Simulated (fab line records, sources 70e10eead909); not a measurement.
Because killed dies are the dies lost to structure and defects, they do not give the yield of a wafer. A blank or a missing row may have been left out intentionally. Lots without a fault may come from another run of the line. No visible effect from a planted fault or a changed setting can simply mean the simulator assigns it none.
Chamber matching :: flow nand_harc :: NHARC_A_STAIRCASE_TRIM_187 on rie_diel-09: 4 sister chambers
The step chemistry O2, time 211.2 s. 16 wafers are shown with their chamber, then 8 later ones without.

== WAFERS WITH THEIR CHAMBER ==
wafer: L075.1
chamber: 3
drypump_motor_current_A (A): 5.0
showerhead_plenum_p_Torr (Torr): 3.40
oes_product_au (a.u.): 0.999

wafer: L075.4
chamber: 2
drypump_motor_current_A (A): 6.4
showerhead_plenum_p_Torr (Torr): 3.67
oes_product_au (a.u.): 1.000

wafer: L075.5
chamber: 1
drypump_motor_current_A (A): 5.5
showerhead_plenum_p_Torr (Torr): 3.58
oes_product_au (a.u.): 1.002

wafer: L074.1
chamber: 1
drypump_motor_current_A (A): 5.5
showerhead_plenum_p_Torr (Torr): 3.58
oes_product_au (a.u.): 1.007

wafer: L074.3
chamber: 2
drypump_motor_current_A (A): 6.4
showerhead_plenum_p_Torr (Torr): 3.67
oes_product_au (a.u.): 0.996

wafer: L074.6
chamber: 0
drypump_motor_current_A (A): 6.2
showerhead_plenum_p_Torr (Torr): 3.77
oes_product_au (a.u.): 0.994

wafer: L077.3
chamber: 2
drypump_motor_current_A (A): 6.3
showerhead_plenum_p_Torr (Torr): 3.67
oes_product_au (a.u.): 1.001

wafer: L077.4
chamber: 2
drypump_motor_current_A (A): 6.3
showerhead_plenum_p_Torr (Torr): 3.67
oes_product_au (a.u.): 1.007

wafer: L077.6
chamber: 3
drypump_motor_current_A (A): 5.0
showerhead_plenum_p_Torr (Torr): 3.40
oes_product_au (a.u.): 1.006

wafer: L078.2
chamber: 0
drypump_motor_current_A (A): 6.2
showerhead_plenum_p_Torr (Torr): 3.76
oes_product_au (a.u.): 0.991

wafer: L078.3
chamber: 2
drypump_motor_current_A (A): 6.3
showerhead_plenum_p_Torr (Torr): 3.67
oes_product_au (a.u.): 0.992

wafer: L078.5
chamber: 2
drypump_motor_current_A (A): 6.4
showerhead_plenum_p_Torr (Torr): 3.67
oes_product_au (a.u.): 0.996

wafer: L081.2
chamber: 0
drypump_motor_current_A (A): 6.2
showerhead_plenum_p_Torr (Torr): 3.75
oes_product_au (a.u.): 0.999

wafer: L081.4
chamber: 2
drypump_motor_current_A (A): 6.4
showerhead_plenum_p_Torr (Torr): 3.66
oes_product_au (a.u.): 1.010

wafer: L081.6
chamber: 1
drypump_motor_current_A (A): 5.5
showerhead_plenum_p_Torr (Torr): 3.57
oes_product_au (a.u.): 1.003

wafer: L086.2
chamber: 2
drypump_motor_current_A (A): 6.3
showerhead_plenum_p_Torr (Torr): 3.65
oes_product_au (a.u.): 1.002

SIGNATURES (means of the wafers above)
reading: drypump_motor_current_A
chamber 0: 6.200
chamber 1: 5.500
chamber 2: 6.350
chamber 3: 5.000
scatter within a chamber: 0.0408

reading: showerhead_plenum_p_Torr
chamber 0: 3.7600
chamber 1: 3.5767
chamber 2: 3.6662
chamber 3: 3.4000
scatter within a chamber: 0.00738

reading: oes_product_au
chamber 0: 0.99467
chamber 1: 1.00400
chamber 2: 1.00050
chamber 3: 1.00250
scatter within a chamber: 0.00516
Rule: a wafer lies at a distance from a chamber equal to the root of the sum of squares, over the readings, of (its reading less the chamber's mean, divided by the reading's scatter). The wafer belongs to the nearest chamber; if the next one is less than 2 further off, it can't be placed. The scatter: take each reading less its chamber's mean, square it, sum over the shown wafers, divide by the number of wafers less the number of chambers, and take the root.

== WAFERS WITH NO CHAMBER GIVEN ==
wafer: L086.3
drypump_motor_current_A (A): 5.0
showerhead_plenum_p_Torr (Torr): 3.38
oes_product_au (a.u.): 0.990

wafer: L086.6
drypump_motor_current_A (A): 6.3
showerhead_plenum_p_Torr (Torr): 3.65
oes_product_au (a.u.): 1.002

wafer: L092.4
drypump_motor_current_A (A): 6.2
showerhead_plenum_p_Torr (Torr): 3.74
oes_product_au (a.u.): 0.987

wafer: L092.5
drypump_motor_current_A (A): 5.0
showerhead_plenum_p_Torr (Torr): 3.37
oes_product_au (a.u.): 0.990

wafer: L092.6
drypump_motor_current_A (A): 6.2
showerhead_plenum_p_Torr (Torr): 3.74
oes_product_au (a.u.): 0.982

wafer: L096.2
drypump_motor_current_A (A): 5.5
showerhead_plenum_p_Torr (Torr): 3.54
oes_product_au (a.u.): 1.007

wafer: L096.4
drypump_motor_current_A (A): 5.0
showerhead_plenum_p_Torr (Torr): 3.36
oes_product_au (a.u.): 0.995

wafer: L096.5
drypump_motor_current_A (A): 5.5
showerhead_plenum_p_Torr (Torr): 3.54
oes_product_au (a.u.): 1.003

== THE CHAMBER EACH PASSED THROUGH ==
wafer: L086.3
from the rows above: 3
in truth: 3

wafer: L086.6
from the rows above: 2
in truth: 2

wafer: L092.4
from the rows above: 0
in truth: 0

wafer: L092.5
from the rows above: 3
in truth: 3

wafer: L092.6
from the rows above: 0
in truth: 0

wafer: L096.2
from the rows above: 1
in truth: 1

wafer: L096.4
from the rows above: 3
in truth: 3

wafer: L096.5
from the rows above: 1
in truth: 1
Placed correctly: 8 of 8. Number that these rows cannot place: 0. 0 placed wrongly.
